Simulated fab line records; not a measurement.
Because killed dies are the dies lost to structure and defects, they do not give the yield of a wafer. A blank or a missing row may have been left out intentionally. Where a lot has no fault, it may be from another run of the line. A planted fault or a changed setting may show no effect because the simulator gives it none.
Which tool is to blame? | flow nand_harc | 13 lots with 39 wafers sampled at 5 steps, on a route of 1159 steps

== WHAT THE GAUGES READ, wafer by wafer ==
NHARC_A_BONDPAD_CD_MEAS_09 targets a cd of 500 nm. Usual: cd_nm at 500.9 nm, with a standard deviation of 1.9.
lot  | measured     | on        | cd_nm (nm)        | flag
L869 | day 18 01:31 | cd_sem-02 | 501.3 503.0 500.3 |
L873 | day 18 07:08 | cd_sem-01 | 501.2 502.7 500.7 |
L870 | day 18 11:56 | cd_sem-01 | 503.7 503.6 501.7 |
L871 | day 18 12:23 | cd_sem-01 | 502.4 500.7 502.0 |
L875 | day 18 13:12 | cd_sem-01 | 498.4 499.5 497.5 |
L874 | day 18 15:57 | cd_sem-03 | 498.4 495.3 497.4 |
L878 | day 20 18:06 | cd_sem-01 | 502.7 503.2 502.6 |
L881 | day 21 21:47 | cd_sem-03 | 501.2 500.0 498.8 |
L884 | day 21 22:59 | cd_sem-03 | 497.2 502.0 499.5 |
L886 | day 22 17:49 | cd_sem-03 | 501.1 498.7 501.6 |
L889 | day 22 20:05 | cd_sem-01 | 503.8 502.4 500.0 |
L888 | day 23 00:03 | cd_sem-01 | 501.3 499.4 497.9 |
L892 | day 23 19:53 | cd_sem-03 | 503.0 500.6 502.3 |

NHARC_THIN_TSV_THK_MEAS_02: measures by ir. Usual: thk_nm at 3030 nm, with a standard deviation of 210.
lot  | measured     | on            | thk_nm (nm)    | flag
L869 | day 18 16:53 | film_metro-01 | 3305 2940 2865 |
L873 | day 18 21:43 | film_metro-02 | 2699 2924 2758 |
L870 | day 19 03:05 | film_metro-01 | 2988 3121 3067 |
L871 | day 19 06:59 | film_metro-02 | 3139 3248 3291 |
L875 | day 19 05:47 | film_metro-02 | 3206 2810 3110 |
L874 | day 19 09:08 | film_metro-02 | 2843 2969 2983 |
L878 | day 21 08:35 | film_metro-02 | 3078 3184 3297 |
L881 | day 22 17:01 | film_metro-01 | 2761 3011 3178 |
L884 | day 22 18:14 | film_metro-01 | 3099 2931 2852 |
L886 | day 23 11:22 | film_metro-01 | 3129 3158 3132 |
L889 | day 23 13:15 | film_metro-01 | 3011 2901 2960 |
L888 | day 23 14:28 | film_metro-02 | 3153 3242 3343 |
L892 | day 24 11:08 | film_metro-02 | 3259 3431 3366 |

NHARC_END_SORT_01. Usual: killed_at_array 29, standard deviation 11; killed_at_other 0.7, standard deviation 1.1; killed_at_periphery 3.1, standard deviation 2; killed_dies 33, standard deviation 11; killed_open 3.5, standard deviation 1.8; killed_short 2.0, standard deviation 1.4.
lot  | measured     | on        | killed_at_array | killed_at_other | killed_at_periphery | killed_dies | killed_open | killed_short | flag
L878 | day 22 00:25 | prober-01 | 123 44 121      | 0 1 1           | 3 4 5               | 126 49 127  | 2 3 2       | 0 3 2        | OFF
L881 | day 23 10:49 | prober-02 | 33 133 34       | 5 0 3           | 2 4 2               | 40 137 39   | 7 4 2       | 0 3 2        | OFF

== TOOL THAT RAN EACH LOT (tool first, then ch and the chambers of the sampled wafers, then the start) ==
lot  | NHARC_A_CONTACT_ETCH_129             | NHARC_A_BONDPAD_ETCH_12
L869 | har_cap_etch-02 ch 0, day 16 17:05   | rie_diel-04 ch 0,3, day 18 16:53 or earlier
L873 | har_cap_etch-01 ch 0,1, day 17 04:23 | rie_diel-07 ch 2,3, day 18 21:43 or earlier
L870 | har_cap_etch-03 ch 0,1, day 17 04:54 | rie_diel-05 ch 0,3, day 19 03:05 or earlier
L871 | har_cap_etch-03 ch 0,1, day 17 09:42 | rie_diel-07 ch 0,2,3, day 19 06:59 or earlier
L875 | har_cap_etch-02 ch 0,1, day 17 10:09 | rie_diel-04 ch 0,2,3, day 19 05:47 or earlier
L874 | har_cap_etch-02 ch 1, day 17 14:20   | rie_diel-04 ch 1,2,3, day 19 09:08 or earlier
L878 | har_cap_etch-02 ch 0,1, day 19 03:06 | rie_diel-07 ch 0,2,3, day 21 08:35 or earlier
L881 | har_cap_etch-02 ch 0,1, day 20 14:15 | rie_diel-04 ch 0,1,2, day 22 17:01 or earlier
L884 | har_cap_etch-03 ch 0,1, day 20 16:08 | rie_diel-04 ch 2,3, day 22 18:14 or earlier
L886 | har_cap_etch-03 ch 0,1, day 21 11:08 | rie_diel-04 ch 0,1, day 23 11:22 or earlier
L889 | har_cap_etch-01 ch 0,1, day 21 13:49 | rie_diel-04 ch 0,2,3, day 23 13:15 or earlier
L888 | har_cap_etch-01 ch 0,1, day 21 18:29 | rie_diel-04 ch 0,1, day 23 14:28 or earlier
L892 | har_cap_etch-03 ch 0,1, day 22 13:49 | rie_diel-07 ch 0,1,2, day 24 11:08 or earlier
- NHARC_A_CONTACT_ETCH_129: etches the open film in C4F8/O2/Ar, time 155 s, target depth 956 nm.
- NHARC_A_BONDPAD_ETCH_12: etches the open film in CHF3/O2, target depth 220 nm, time 110 s.

== WHAT THE TOOLS THEMSELVES READ (means of the sampled wafers that have a number; where no wafer has one, the mark that the record gives instead) ==
NHARC_A_BONDPAD_ETCH_12. Usual: drypump_motor_current_A 5.8 A, standard deviation 0.45; oes_product_au 0.942 a.u., standard deviation 0.02; rf_vpp_V 370.5 V, standard deviation 2.9; showerhead_plenum_p_Torr 2.40 Torr, standard deviation 0.13; throttle_valve_pct 20.573 %, standard deviation 0.0089.
lot  | tool        | drypump_motor_current_A (A) | oes_product_au (a.u.) | rf_vpp_V (V) | showerhead_plenum_p_Torr (Torr) | throttle_valve_pct (%) | flag
L869 | rie_diel-04 | 5.9                         | 0.915                 | 371.0        | 2.46                            | 20.570                 |
L873 | rie_diel-07 | 6.2                         | 0.958                 | 372.7        | 2.52                            | 20.576                 |
L870 | rie_diel-05 | 5.5                         | 0.924                 | 370.6        | 2.41                            | 20.568                 |
L871 | rie_diel-07 | 5.9                         | 0.970                 | 371.6        | 2.48                            | 20.572                 |
L875 | rie_diel-04 | 5.8                         | 0.962                 | 370.0        | 2.36                            | 20.581                 |
L874 | rie_diel-04 | 6.0                         | 0.920                 | 371.4        | 2.42                            | 20.574                 |
L878 | rie_diel-07 | 5.9                         | 0.926                 | 371.5        | 2.47                            | 20.569                 |
L881 | rie_diel-04 | 5.6                         | 0.913                 | 369.2        | 2.31                            | 20.562                 |
L884 | rie_diel-04 | 6.2                         | 0.947                 | 371.8        | 2.46                            | 20.583                 |
L886 | rie_diel-04 | 5.4                         | 0.967                 | 368.7        | 2.31                            | 20.564                 |
L889 | rie_diel-04 | 5.8                         | 0.918                 | 368.2        | 2.36                            | 20.582                 |
L888 | rie_diel-04 | 5.5                         | 0.953                 | 370.9        | 2.38                            | 20.565                 |
L892 | rie_diel-07 | 6.3                         | 0.938                 | 371.2        | 2.44                            | 20.575                 |

== THE ANSWER, worked out from the rows above alone ==
Rule: lot off if the mean of its wafers having a number is beyond 3 standard deviations from the usual mean. Also off: a lot with no number at a reading for which 4 or more lots have one. All remaining lots with rows at the step are treated as sound. The gauges are gone through in route order, then the tools' own readings, and for those a lot's mean is taken as printed above. At the first step where some lot is off, the reading lying furthest off is the one used; lots without a number count as furthest.
Off: L878, L881, at NHARC_END_SORT_01 (killed_dies). Neither off nor sound, because the step has no rows for them: L869, L873, L870, L871, L875, L874, L884, L886, L889, L888, L892.
A tool fits if, at a process step before that reading, it ran every lot that is off, and no sound lot after the first of them. Gauges at NHARC_END_SORT_01: tried the same way as those tools. With no start given for some of its lots, NHARC_A_BONDPAD_ETCH_12 uses the hours and lot order of NHARC_THIN_TSV_THK_MEAS_02. One fits: NHARC_A_CONTACT_ETCH_129 on har_cap_etch-02. It ran no sound lot before its first lot that is off in this sample, so the start can't be narrowed down.

== WHAT WAS PUT IN BY THE SIMULATOR ==
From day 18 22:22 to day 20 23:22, har_cap_etch-02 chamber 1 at NHARC_A_CONTACT_ETCH_129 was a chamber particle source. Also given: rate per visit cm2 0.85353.
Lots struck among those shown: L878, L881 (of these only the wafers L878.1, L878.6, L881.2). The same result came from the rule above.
